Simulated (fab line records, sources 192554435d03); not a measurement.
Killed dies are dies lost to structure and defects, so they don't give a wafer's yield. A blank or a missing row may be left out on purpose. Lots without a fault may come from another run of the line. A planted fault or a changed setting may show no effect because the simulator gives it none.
fab line records | flow n5_finfet
record lots=6 wafers=18 last_day=17
route steps=1938 shown BEOL_M0@736 BEOL_M4@1111 PASSIVATION@1936
lots that met no fault: from a run of the same line without faults
start_h: hours from the record's first day to the start of the lot's first wafer shown | wait_h: hours since the lot's step before | " the same as in the row above | L1.1+2: a row that stands for several wafers | - no value, or no start given | * or withheld: withheld | < > ~ a bound
route shown NAME@n: a module of which the file shows steps, and the number in the route of the first | usual: mean/standard deviation of fault-free wafers | same: alike in all rows | chamber/n: place in a boat | sites: the reading at each site | _std_site: their standard deviation | _edge_site: outer sites' mean less inner sites' | radius_mm: how far each site lies from the wafer's centre | mask NAME#n: copy n | behind: the tool/chamber that last shaped the wafer | hold: why the lot was held/for how many hours/how that ended | device: the transistor (n, p or np) that didn't switch | end of line: the same wafers' tests at the end of the route | a step without rows: its recipe alone | killed: dies lost to structure and defects at the first sort, not the wafer's yield | map: a wafer's dies, x killed, . not, _ none there
set.NAME: the setting as run; set.NAME@STEP: as run at that earlier step | model.NAME: the simulator's own value behind a step, which no gauge read
lots at some steps of the route; a table a step, a row a wafer
services: from which hour (start_h, from the record's first day; less than 0 if before it) a tool's chamber was out of use, for how many hours, and why
## steps
# step N5_BEOL_M0_SPUTTER_132
# recipe material=Cu target_thk_a=40 temp_c=-20 chamber_pressure_pa=0.07 power_w=withheld time_s=7.37
# usual chuck_gas_flow_sccm=1.26/0.053 chuck_sensor_temp_C=-16.0/0.46 throttle_valve_pct=30.4/0.94
# columns lot.wafer tool chamber start_h wait_h chuck_gas_flow_sccm chuck_sensor_temp_C throttle_valve_pct
L963.2 pvd_sputter-03 - 131.96 0.0 1.27 -16.8 29.7
L963.3 " - " " 1.17 -16.1 30.7
L963.5 " - " " 1.28 -16.6 29.5
L969.2 pvd_sputter-02 - 167.80 0.0 1.26 -15.4 32.2
L969.3 " - " " 1.34 -15.4 31.2
L969.6 " - " " 1.26 -15.4 31.1
L970.2 pvd_sputter-03 - 174.56 0.0 1.18 -16.8 30.8
L970.3 " - " " 1.24 -16.7 29.7
L970.6 " - " " 1.31 -16.6 29.7
L980.1 pvd_sputter-03 - 232.77 0.0 1.26 -16.2 30.6
L980.4 " - " " 1.21 -15.8 30.9
L980.6 " - " " 1.19 -17.0 30.7
L981.2 pvd_sputter-03 - 240.10 0.0 1.30 -16.8 30.7
L981.3 " - " " 1.33 -15.7 30.6
L981.6 " - " " 1.26 -16.5 29.6
L983.1 pvd_sputter-02 - 250.63 0.0 1.29 -15.6 29.3
L983.4 " - " " 1.24 -15.5 30.9
L983.6 " - " " 1.35 -16.1 29.7
# step N5_BEOL_M0_ANNEAL_133
# recipe temp_c=400 time_s=60 ambient=vacuum
# usual heater_power_w=823/90 susceptor_temp_C_max=401.1/0.45
# columns lot.wafer tool chamber start_h wait_h heater_power_w susceptor_temp_C_max
L963.2 pvd_sputter-03 - 132.04 0.0 993 400.7
L963.3 " - " " 913 400.6
L963.5 " - " " 983 401.1
L969.2 pvd_sputter-02 - 167.88 0.0 805 400.8
L969.3 " - " " 823 401.0
L969.6 " - " " 821 401.7
L970.2 pvd_sputter-03 - 174.64 0.0 831 401.1
L970.3 " - " " 1039 401.2
L970.6 " - " " 1014 401.0
L980.1 pvd_sputter-03 - 232.85 0.0 932 400.7
L980.4 " - " " 836 401.2
L980.6 " - " " 832 400.8
L981.2 pvd_sputter-03 - 240.18 0.0 846 400.8
L981.3 " - " " 843 402.1
L981.6 " - " " 1009 401.3
L983.1 pvd_sputter-02 - 250.71 0.0 853 400.0
L983.4 " - " " 798 402.1
L983.6 " - " " 715 401.4
# step N5_BEOL_M0_SPUTTER_134
# recipe material=Cu target_thk_a=40 temp_c=-20 chamber_pressure_pa=0.07 power_w=withheld time_s=7.37
# usual chuck_gas_flow_sccm=1.27/0.05 chuck_sensor_temp_C=-16.0/0.46 throttle_valve_pct=30.4/0.95
# columns lot.wafer tool chamber start_h wait_h chuck_gas_flow_sccm chuck_sensor_temp_C throttle_valve_pct
L963.2 pvd_sputter-03 - 132.08 0.0 1.22 -16.5 29.5
L963.3 " - " " 1.17 -16.1 30.4
L963.5 " - " " 1.28 -16.6 29.5
L969.2 pvd_sputter-02 - 167.92 0.0 1.31 -15.4 32.8
L969.3 " - " " 1.31 -15.5 31.0
L969.6 " - " " 1.28 -15.5 30.9
L970.2 pvd_sputter-03 - 174.68 0.0 1.27 -16.9 30.6
L970.3 " - " " 1.29 -16.7 29.2
L970.6 " - " " 1.33 -16.5 29.7
L980.1 pvd_sputter-03 - 232.89 0.0 1.25 -16.4 30.6
L980.4 " - " " 1.16 -15.8 30.7
L980.6 " - " " 1.15 -16.9 30.7
L981.2 pvd_sputter-03 - 240.22 0.0 1.31 -16.8 30.7
L981.3 " - " " 1.25 -15.7 30.5
L981.6 " - " " 1.34 -16.7 29.6
L983.1 pvd_sputter-02 - 250.75 0.0 1.23 -15.7 29.3
L983.4 " - " " 1.27 -15.5 31.0
L983.6 " - " " 1.23 -16.1 29.2
# step N5_BEOL_M0_ANNEAL_135
# recipe temp_c=400 time_s=60 ambient=vacuum
# step N5_BEOL_M0_SPUTTER_141
# recipe material=Cu target_thk_a=40 temp_c=-20 chamber_pressure_pa=0.07 power_w=withheld time_s=7.37
# step N5_BEOL_M0_ECD_118
# recipe material=Cu target_thk_a=3000
# step N5_BEOL_M0_ANNEAL_119
# recipe temp_c=225 time_s=90 ambient=N2
# step N5_BEOL_M0_CMP_120
# recipe stop_on=SiOC t_overpolish_s=6.9 down_force_psi=1 platen_rpm=50 clearing_platen_down_force_psi=1.5 clearing_platen_rpm=50 post_cmp_clean=cu_alkaline clearing_platen_pad_velocity_m_s=0.99484 pad_velocity_m_s=0.99484
# usual barrier_field_endpoint_s=3.66/0.15 head_pressure_psi=0.9999/0.0021 motor_current_A=6.3/0.78 overpolish_run_s=6.901/0.0091 time_to_endpoint_s=64/3.9
# columns lot.wafer tool chamber start_h wait_h barrier_field_endpoint_s head_pressure_psi motor_current_A overpolish_run_s time_to_endpoint_s
L963.3 cmp-03 1 132.73 0.2 3.74 1.0023 5.5 6.901 58
L963.2 " 2 " " 3.64 1.0004 5.7 6.899 62
L963.5 " 1 " " 3.49 0.9994 5.0 6.887 59
L969.3 cmp-04 3 168.59 0.2 3.87 1.0001 6.7 6.899 64
L969.2 " 1 " " 3.66 1.0000 5.9 6.898 63
L969.6 " 3 " " 3.89 1.0010 6.5 6.910 64
L970.3 cmp-02 1 175.37 0.2 3.58 0.9981 6.4 6.903 66
L970.2 " 2 " " 3.79 1.0027 7.1 6.891 58
L970.6 " 0 " " 3.58 0.9995 7.7 6.897 58
L980.1 cmp-03 2 233.64 0.3 3.91 1.0036 5.7 6.916 66
L980.4 " 0 " " 3.72 1.0029 6.5 6.907 66
L980.6 " 1 " " 3.72 0.9976 5.1 6.904 63
L981.3 cmp-03 2 240.87 0.2 3.67 1.0009 5.8 6.907 64
L981.2 " 3 " " 3.75 1.0028 7.8 6.901 60
L981.6 " 1 " " 3.49 0.9957 5.2 6.894 62
L983.4 cmp-02 2 251.44 0.2 3.51 1.0028 6.8 6.916 63
L983.1 " 3 " " 3.62 0.9985 5.7 6.901 61
L983.6 " 0 " " 3.56 1.0015 7.2 6.896 61
# step N5_BEOL_M0_PRE_CLEAN_131
# recipe gas=NH3/H2 time_s=15 temp_c=* rf_power_w=300
# usual heater_power_outer_w=21/12 heater_power_w=86/19
# columns lot.wafer tool chamber start_h wait_h heater_power_outer_w heater_power_w
L963.2 cvd_co-01 1 133.03 0.0 40 117
L963.3 " 0 " " 15 73
L963.5 " 0 " " 15 74
L969.2 cvd_co-01 1 168.88 0.0 38 122
L969.3 " 2 " " 7 65
L969.6 " 2 " " 7 69
L970.2 cvd_co-02 2 175.62 0.0 16 73
L970.3 " 1 " " 20 80
L970.6 " 2 " " 16 75
L980.1 cvd_co-01 1 233.93 0.0 40 120
L980.4 " 1 " " 40 119
L980.6 " 0 " " 15 75
L981.2 cvd_co-02 0 241.17 0.0 30 97
L981.3 " 2 " " 16 74
L981.6 " 2 " " 16 77
L983.1 cvd_co-01 0 251.70 0.0 16 75
L983.4 " 0 " " 16 76
L983.6 " 2 " " 7 70
# step N5_BEOL_M0_CO_CAP_123
# recipe material=Co target_thk_a=20 temp_c=200 precursor=CCTBA/H2 pressure_torr=30 time_s=102.1
# step N5_BEOL_M0_PRE_CLEAN_124
# recipe gas=NH3 time_s=15 temp_c=withheld rf_power_w=300
# step N5_BEOL_M0_DEP_125
# recipe material=SiCN target_thk_a=80 temp_c=withheld precursor=3MS/NH3 pressure_torr=3 rf_w=202 time_s=14
# usual showerhead_plenum_p_Torr=3.661/0.017 throttle_valve_pct=9.0/0.49
# columns lot.wafer tool chamber start_h wait_h showerhead_plenum_p_Torr throttle_valve_pct model.SiCN_of_BEOL_M0_DEP_125.thk_nm
L963.2 pecvd-03 0 133.18 0.0 3.683 9.0 7.8
L963.3 " 2 " " 3.665 8.2 7.6
L963.5 " 2 " " 3.665 8.8 7.8
L969.2 pecvd-01 2 169.04 0.0 3.641 9.4 5.8
L969.3 " 1 " " 3.639 9.3 8.2
L969.6 " 1 " " 3.646 9.2 8.4
L970.2 pecvd-01 1 175.78 0.0 3.645 9.3 6
L970.3 " 2 " " 3.665 9.2 7.8
L970.6 " 0 " " 3.658 8.5 8
L980.1 pecvd-01 2 234.09 0.0 3.650 8.5 8
L980.4 " 0 " " 3.654 8.9 8
L980.6 " 1 " " 3.644 9.1 8.2
L981.2 pecvd-04 2 241.32 0.0 3.650 8.8 7.8
L981.3 " 0 " " 3.646 10.2 7.8
L981.6 " 2 " " 3.657 8.6 8
L983.1 pecvd-03 0 251.86 0.0 3.678 8.9 7.6
L983.4 " 2 " " 3.666 8.4 8.2
L983.6 " 0 " " 3.686 8.8 8
# step N5_BEOL_M0_RS_MEAS_126
# recipe thk_meas_gauge=four-point-probe reads=Co_of_BEOL_M0_CO_CAP_123+Cu_of_BEOL_M0_ECD_118+Co_of_BEOL_M0_CVD_115+TaN_of_BEOL_M0_ALD_136
# usual M0_RS=0.534/0.021
# columns lot.wafer tool chamber start_h wait_h M0_RS[ohm/sq]
L963.2 film_metro-01 - 133.25 0.1 0.546
L963.3 " - " " 0.550
L963.5 " - " " 0.534
L969.2 film_metro-01 - 169.10 0.1 0.551
L969.3 " - " " 0.536
L969.6 " - " " 0.503
L970.2 film_metro-01 - 175.85 0.1 0.565
L970.3 " - " " 0.522
L970.6 " - " " 0.531
L980.1 film_metro-02 - 234.16 0.0 0.530
L980.4 " - " " 0.534
L980.6 " - " " 0.515
L981.2 film_metro-01 - 241.39 0.1 0.558
L981.3 " - " " 0.537
L981.6 " - " " 0.540
L983.1 film_metro-01 - 251.93 0.0 0.574
L983.4 " - " " 0.539
L983.6 " - " " 0.525
# step N5_BEOL_M4_RC_MEAS_101
# usual DIBL_N=36.2/2 DIBL_P=36.1/2.4 IOFF_N=0.16/0.035 IOFF_P=0.22/0.041 ION_N=675/14 ION_P=465/8.6 SS_N=71.5/0.64 SS_P=73.2/0.76 VT_N=250/3.9 VT_P=-249/3.4
# columns lot.wafer tool chamber start_h wait_h DIBL_N[mV/V] DIBL_P[mV/V] IOFF_N[nA/um] IOFF_P[nA/um] ION_N[uA/um] ION_P[uA/um] SS_N[mV/dec] SS_P[mV/dec] VT_N[mV] VT_P[mV]
L963.2 prober-01 0 177.95 0.2 33.5 32.0 0.10 0.15 654 452 71.6 71.9 254 -254
L963.3 " 0 " " 34.2 34.2 0.11 0.18 668 461 71.5 72.1 252 -251
L963.5 " 0 " " 34.3 34.5 0.12 0.18 679 461 71.5 71.9 252 -251
L969.2 prober-01 0 213.38 0.2 37.6 39.5 0.20 0.28 695 472 71.6 73.4 246 -245
L969.3 " 0 " " 37.8 40.3 0.21 0.30 688 479 71.5 73.7 245 -243
L969.6 " 0 " " 36.3 36.5 0.17 0.24 683 467 71.7 72.4 248 -246
L970.2 prober-02 0 225.34 0.2 33.3 33.7 0.12 0.18 647 453 70.1 72.8 253 -247
L970.3 " 0 " " 34.5 34.4 0.13 0.19 653 455 70.6 73.2 250 -251
L970.6 " 0 " " 35.4 34.5 0.15 0.19 671 462 71.1 73.5 251 -252
L980.1 prober-02 0 293.08 0.0 37.7 38.8 0.20 0.26 680 471 71.8 73.9 249 -249
L980.4 " 0 " " 38.1 37.5 0.18 0.22 685 469 72.8 73.9 251 -250
L980.6 " 0 " " 34.9 35.0 0.14 0.18 665 457 71.4 73.3 254 -252
L981.2 prober-02 0 297.49 0.2 38.8 36.9 0.20 0.25 691 469 72.0 74.3 245 -247
L981.3 " 0 " " 32.2 28.9 0.08 0.14 657 455 70.4 71.8 261 -254
L981.6 " 0 " " 36.7 33.0 0.15 0.19 660 458 71.9 72.6 251 -251
L983.1 prober-01 0 298.57 0.0 35.0 34.5 0.13 0.20 660 465 70.9 73.2 251 -249
L983.4 " 0 " " 36.9 35.5 0.16 0.20 672 459 71.8 74.1 248 -250
L983.6 " 0 " " 36.2 34.7 0.14 0.18 671 457 71.6 73.4 252 -255
# step N5_PASSIVATION_PROBE_49
# usual defect_limited_yield=91.1/1.4 killed_at_M0_to_M3=36/9.9 killed_at_M4_up=13/5.8 killed_at_contacts=14/5.9 killed_at_front_end=39/11 killed_at_other=3.4/2.9 killed_dies=105/17 killed_on_rim=15/3.9 killed_open=70/13 killed_short=34/7.3 sort_bin_5_function=5.3/1 sort_bin_6_memory=3.3/0.62 sort_bin_8_speed=0.01/0.057 sort_n_pass=1075/17 sort_yield_pct=91.1/1.4
# same gross_dies=1180 killed_at_back_side=0 sort_bin_4_leakage[%]=0
# columns lot.wafer tool chamber start_h wait_h defect_limited_yield[%] killed_at_M0_to_M3 killed_at_M4_up killed_at_contacts killed_at_front_end killed_at_other killed_dies killed_on_rim killed_open killed_short sort_bin_5_function[%] sort_bin_6_memory[%] sort_bin_8_speed[%] sort_n_pass sort_yield_pct[%]
L963.2 prober-01 - 292.68 0.1 88.2 28 38 12 51 10 139 17 91 48 6.6 5.1 0 1041 88.2
L963.3 prober-01 - 292.73 0.1 89.8 30 14 11 62 3 120 18 79 40 5.6 4.3 0.08 1060 89.8
L963.5 prober-01 - 292.83 0.2 92.2 24 18 16 32 2 92 13 67 24 4.5 3.3 0 1088 92.2
L969.2 prober-01 - 322.70 0.1 91.9 34 10 13 32 6 95 11 55 40 4.3 3.6 0 1085 91.9
L969.3 prober-01 - 322.75 0.1 92.4 13 8 17 51 1 90 13 54 36 4.7 2.5 0 1090 92.4
L969.6 prober-01 - 322.90 0.3 91.8 21 14 14 48 0 97 12 69 27 4.6 3.4 0 1083 91.8
L970.2 prober-01 - 323.84 0.1 88.9 51 8 26 42 4 131 26 79 41 5.3 4.3 0 1049 88.9
L970.3 prober-01 - 323.89 0.1 92.8 32 17 8 24 4 85 17 54 31 3.8 3.1 0 1095 92.8
L970.6 prober-01 - 324.04 0.3 91.0 33 9 20 43 1 106 21 66 30 4.6 3.4 0 1074 91.0
L981.2 prober-01 - 411.06 0.1 91.5 33 24 15 26 2 100 10 68 31 4.9 3.5 0 1080 91.5
L981.6 prober-01 - 411.26 0.3 92.5 19 12 15 39 4 89 14 56 33 4.1 3.1 0 1091 92.5
# killed by level:class
L963.2 FIN_SAQP:geometric_particle:short=16 BEOL_M4:geometric_particle:open=16 FIN_SAQP:geometric_particle:open=11 MOL_CONTACT_COAG:geometric_particle:open=10 BEOL_M3:geometric_particle:open=9 STI_FIN_REVEAL:geometric_particle:open=7 BEOL_M1:geometric_particle:open=7 BEOL_M4:geometric_particle:short=5
L963.3 STI_FIN_REVEAL:geometric_particle:open=15 FIN_SAQP:geometric_particle:short=12 BEOL_M1:geometric_particle:open=11 FIN_SAQP:geometric_particle:open=10 DUMMY_GATE:geometric_particle:open=9 BEOL_M2:geometric_particle:open=8 MOL_CONTACT_COAG:geometric_particle:open=6 BEOL_M4:geometric_particle:open=6
L963.5 MOL_CONTACT_COAG:geometric_particle:open=12 BEOL_M4:geometric_particle:open=9 FIN_CUT:geometric_particle:open=6 FIN_SAQP:geometric_particle:short=5 FIN_SAQP:geometric_particle:open=5 STI_FIN_REVEAL:geometric_particle:open=5 BEOL_M1:geometric_particle:open=5 BEOL_M3:geometric_particle:open=4
L969.2 MOL_CONTACT_COAG:geometric_particle:open=10 BEOL_M0_SAQP:geometric_particle:open=8 BEOL_M0_SAQP:geometric_particle:short=7 STI_FIN_REVEAL:geometric_particle:open=6 GATE_CUT:geometric_particle:short=6 BEOL_M1:geometric_particle:short=6 BEOL_M2:geometric_particle:open=5 GATE_CUT:geometric_particle:open=4
L969.3 MOL_CONTACT_COAG:geometric_particle:open=13 FIN_SAQP:geometric_particle:short=11 FIN_SAQP:geometric_particle:open=10 STI_FIN_REVEAL:geometric_particle:open=5 BEOL_M1:geometric_particle:short=5 GATE_CUT:geometric_particle:short=5 DUMMY_GATE:geometric_particle:open=4 BEOL_M3:geometric_particle:open=4
L969.6 MOL_CONTACT_COAG:geometric_particle:open=14 STI_FIN_REVEAL:geometric_particle:open=13 FIN_SAQP:geometric_particle:short=9 BEOL_M2:geometric_particle:open=7 BEOL_M4:geometric_particle:open=6 GATE_CUT:geometric_particle:short=5 ILD0:geometric_particle:open=4 BEOL_M0_SAQP:geometric_particle:short=4
L970.2 MOL_CONTACT_COAG:geometric_particle:open=18 BEOL_M1:geometric_particle:open=16 BEOL_M0_SAQP:geometric_particle:short=12 HKMG_FIN:area_etch=11 MOL_CONTACT_COAG:geometric_particle:short=8 BEOL_M0_SAQP:geometric_particle:open=8 FIN_SAQP:geometric_particle:short=7 STI_FIN_REVEAL:geometric_particle:open=6
L970.3 BEOL_M2:geometric_particle:open=9 MOL_CONTACT_COAG:geometric_particle:open=8 BEOL_M5:geometric_particle:open=8 FIN_SAQP:geometric_particle:open=4 BEOL_M0_SAQP:geometric_particle:short=4 BEOL_M2:geometric_particle:short=4 BEOL_M3:geometric_particle:open=4 BEOL_M0_SAQP:geometric_particle:open=3
L970.6 MOL_CONTACT_COAG:geometric_particle:open=17 BEOL_M0_SAQP:geometric_particle:open=13 HKMG_FIN:area_etch=9 FIN_SAQP:geometric_particle:short=8 BEOL_M2:geometric_particle:open=5 ILD0:geometric_particle:open=5 BEOL_M1:geometric_particle:open=5 GATE_CUT:geometric_particle:short=4
L981.2 MOL_CONTACT_COAG:geometric_particle:open=12 BEOL_M3:geometric_particle:open=10 BEOL_M4:geometric_particle:open=10 STI_FIN_REVEAL:geometric_particle:open=6 DUMMY_GATE:geometric_particle:open=6 FIN_SAQP:geometric_particle:short=5 BEOL_M0_SAQP:geometric_particle:open=5 BEOL_M0_SAQP:geometric_particle:short=5
L981.6 STI_FIN_REVEAL:geometric_particle:open=12 MOL_CONTACT_COAG:geometric_particle:open=9 BEOL_M2:geometric_particle:open=7 MOL_CONTACT_COAG:geometric_particle:short=6 FIN_SAQP:geometric_particle:short=5 DUMMY_GATE:geometric_particle:open=5 BEOL_M4:geometric_particle:open=5 FIN_SAQP:geometric_particle:open=4
## services
# columns tool chamber start_h hours kind
cvd_co-02 1 114.67 - clean
cvd_co-02 1 114.67 22.0 scheduled_down
cvd_co-02 1 114.67 22.0 vent_cycle
pecvd-01 0 122.45 6.0 repair
cmp-04 - 129.60 4.0 pm
cmp-03 - 133.53 0.3 repair
cmp-04 - 137.12 8.7 pm
pecvd-01 - 148.31 1.8 repair
cmp-02 - 159.64 3.0 repair
pecvd-03 - 168.28 1.8 repair
cmp-04 - 171.79 2.0 repair
cmp-04 - 188.62 1.3 repair
cvd_co-02 - 189.79 0.3 repair
cmp-04 - 191.40 0.7 repair
pecvd-01 2 202.38 - clean
pecvd-01 2 202.38 - consumable_replace:showerhead
pecvd-01 2 202.38 29.0 scheduled_down
pecvd-01 2 202.38 29.0 vent_cycle
pecvd-04 - 205.06 9.1 repair
cvd_co-02 - 214.59 2.8 pm
cmp-04 - 220.54 7.4 pm
pecvd-01 1 238.05 5.5 scheduled_down
cmp-02 - 243.74 0.9 repair
cmp-03 - 250.05 1.6 repair
## key
first_sign none at tools or gauges
model_effect step=N5_BEOL_M0_DEP_125 value=SiCN_of_BEOL_M0_DEP_125.thk_nm without=8.1 struck=5.9
met_at N5_BEOL_M0_DEP_125
struck_wafers L969.2,L970.2
baseline_loss step=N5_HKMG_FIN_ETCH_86 wafers=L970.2
fault kind=process_parameter_drift tool=pecvd-01 chamber=- onset_h=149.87 steps=N5_BEOL_M0_DEP_125 channel=time_s offset=* shape=step end_h=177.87 scope=struck_wafers_only acts_in=* stated=*
# baseline_loss: these wafers lose ten dies or more at that step, a loss of the line's own and not of a fault; the sort's usual values leave them out
